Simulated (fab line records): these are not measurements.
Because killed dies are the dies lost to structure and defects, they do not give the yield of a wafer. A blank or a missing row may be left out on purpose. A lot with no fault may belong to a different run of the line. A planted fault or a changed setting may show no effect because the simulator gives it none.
Problem report, 8D (eight disciplines) form, completed by code / flow nand-harc / the parts of the form that need people (team, actions taken, sign-off) are left out

## 1. THE ISSUE
Wafers without a fault read 1001 nm, standard deviation 8.7; thk-nm at NHARC_A_ONON_D2_THK_MEAS_24 reads a mean of 712 nm on 6 wafers belonging to 2 lots. That puts it -33 standard deviations away from the usual mean.
The step: measures by ellipsometry.
Seen first at day 16 23:41 on film-metro-01, wafer L793.3. The record holds 39 wafers of 13 lots with a number at this step. The rule behind "out" and "out of limits": a value lying over 4 standard deviations away from the usual mean. Any other wafer with a number is counted as sound.

## 2. WHAT IT IS, AND WHAT IT ISN'T
question=which readings at this step | is=thk-nm | is not=-
question=which lots | is=L793, L794 | is not=L784, L785, L786, L788, L792, L801, L802, L803, L804, L805, L806
question=which wafers of those lots | is=all that have a number | is not=-
question=read on which gauges | is=film-metro-01 | is not=film-metro-02
question=when | is=from day 16 23:41 | is not=up to then (15 sound wafers); but 18 sound wafers of L801, L802, L803, L804, L805, L806 came after

## 3. WHAT RULES OUT EACH SUSPECT
Counting: a tool stays on the suspect list if, at a process step up to the reading, it processed all lots that are out and no sound lot following the first of them.
- ruled out: the gauge at NHARC_A_ONON_D2_THK_MEAS_24. All the wafers that are out were read on film-metro-01, but those of them that NHARC_END_SORT_01 has rows for are out there too, on other tools.
- rie-si-06 at NHARC_A_DECK1_JOINT_ETCHBACK_00 (etches the open film in HBr, target depth 30 nm, time 17.4 s): ruled out as a lasting fault. After its first lot that is out, L793 (day 15 09:53), sound lots L804, L806 ran on it.
- pecvd-onon-04 at NHARC_A_ONON_D2_DEP_22 (target thk 1000 nm): ruled out as a lasting fault. After its first lot that is out, L793 (day 16 23:17), sound lots L802, L805 ran on it.
Left after counting: nothing in the record.

## 4. THE CAUSE (what the simulator had put in)
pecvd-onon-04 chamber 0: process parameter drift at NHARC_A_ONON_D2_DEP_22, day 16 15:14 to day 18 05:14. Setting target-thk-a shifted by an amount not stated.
It was ruled out by counting, in error; the rule expects a fault to strike all lots run on its tool from its start on, and this fault did not.

## 5. THE EFFECT CHAIN, in route order
Each row: a reading where the mean over the struck wafers with a number is more than 3 standard deviations away from the usual. Scope: only readings with a usual standard deviation given in the record; hours: median across lots of the time from each lot's start at the first step in this table that gives one to its start at this step; sigmas: change in usual standard deviations.
hours=0; step=NHARC_A_ONON_D2_THK_MEAS_24; reading=thk-nm; usual=1001 nm; on struck wafers=712; change=-289; sigmas=-33
hours=281; step=NHARC_END_SORT_01; reading=killed-at-array; usual=56; on struck wafers=672; change=+616; sigmas=+36
hours=281; step=NHARC_END_SORT_01; reading=killed-dies; usual=61; on struck wafers=677; change=+616; sigmas=+38

## 6. HOW IT WOULD HAVE BEEN CAUGHT EARLIER
8 hours passed between the start of the fault at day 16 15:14 and the first reading out of limits at a measuring or inspecting step in this record, taken at day 16 23:41.
An alarm limit of 4 standard deviations would not have fired on the tool readings at NHARC_A_ONON_D2_DEP_22 for which the record gives a usual standard deviation, since none of them was out on any struck wafer.
